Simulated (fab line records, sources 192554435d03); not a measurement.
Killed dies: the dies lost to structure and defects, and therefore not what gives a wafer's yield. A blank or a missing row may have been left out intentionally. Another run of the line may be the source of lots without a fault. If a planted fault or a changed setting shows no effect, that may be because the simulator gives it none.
Problem report, 8D (eight disciplines) form, completed by code    flow n5_finfet    the parts of the form that need people (team, actions taken, sign-off) are left out

1. PROBLEM STATEMENT
At N5_SD_EPI_P_COAT_35, spin_speed_rpm averages 733.1 rpm over 6 wafers from 2 lots, while fault-free wafers read 1500.1 rpm, standard deviation 0.97. So: -99 or more standard deviations from the usual mean.
The step: time 60 s, resist thk 35 nm.
Earliest sighting: wafer L895.1 on litho_track-02 at day 6 21:58. At this step, 23 wafers from 8 lots have a number in the record. By rule, "out" or "out of limits" means more than 4 standard deviations away from the usual mean. All remaining wafers that have a number are taken as sound.

2. WHAT THIS IS AND IS NOT
question                     is                      is not
which readings at this step  spin_speed_rpm          chill_plate_temp_C
which lots                   L895, L896              L880, L886, L887, L894, L900, L903
which wafers of those lots   all that have a number  -
read on which tools          litho_track-02          litho_track-05
when                         from day 6 21:58        up to then (12 sound wafers); but 5 sound wafers of L900, L903 came after

3. WHAT RULES OUT EACH SUSPECT
Counting: a tool stays on the suspect list if, at a process step up to the reading, it processed all lots that are out and no sound lot following the first of them.
- litho_track-02 at N5_SD_EPI_P_COAT_35 (time 60 s, resist thk 35 nm): kept. It processed each lot that is out, first L895 at day 6 21:58, and no sound lot thereafter; up to then, the last sound lot it processed was L887 at day 5 00:46. On those wafers its own readings are out: spin_speed_rpm.
Remaining after the count: litho_track-02 at N5_SD_EPI_P_COAT_35.

4. THE CAUSE (what the simulator had put in)
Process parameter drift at N5_SD_EPI_P_COAT_35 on litho_track-02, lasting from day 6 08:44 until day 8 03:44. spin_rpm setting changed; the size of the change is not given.
After counting, this tool was the only one left.

5. SEQUENCE OF EFFECTS, ordered by route
One row per reading whose mean, taken over the struck wafers that have a number, lies over 3 standard deviations from the usual. Only readings for which the record gives a usual standard deviation are gone through. hours: the time from each lot's start at the first step in this table that gives one to its start at this step, as a median over the lots. sigmas: the change in usual standard deviations.
hours  step                 reading            usual       on struck wafers  change  sigmas
0      N5_SD_EPI_P_COAT_35  spin_speed_rpm     1500.1 rpm  733.1             -767.0  -99 or more
0      N5_SD_EPI_P_ETCH_36  etch_rf_on_time_s  75.2 s      106.0             +30.8   +18
The process steps in it:
- N5_SD_EPI_P_COAT_35: time 60 s, resist thk 35 nm.
- N5_SD_EPI_P_ETCH_36: etches SiARC in CF4, target depth 45.5 nm, time 75.8 s.
Readings that are blank on the struck wafers while sound wafers have them: bias_w at N5_SD_EPI_P_ETCH_36.
Later steps that measure or inspect, where all struck wafers having a row at the step show a number for every such reading and not one has moved that far: N5_BEOL_M4_RC_MEAS_101.

6. WHAT WOULD HAVE CAUGHT IT SOONER
In this record no reading fell out of limits until day 6 21:58, 13 hours after the fault had begun at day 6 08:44.
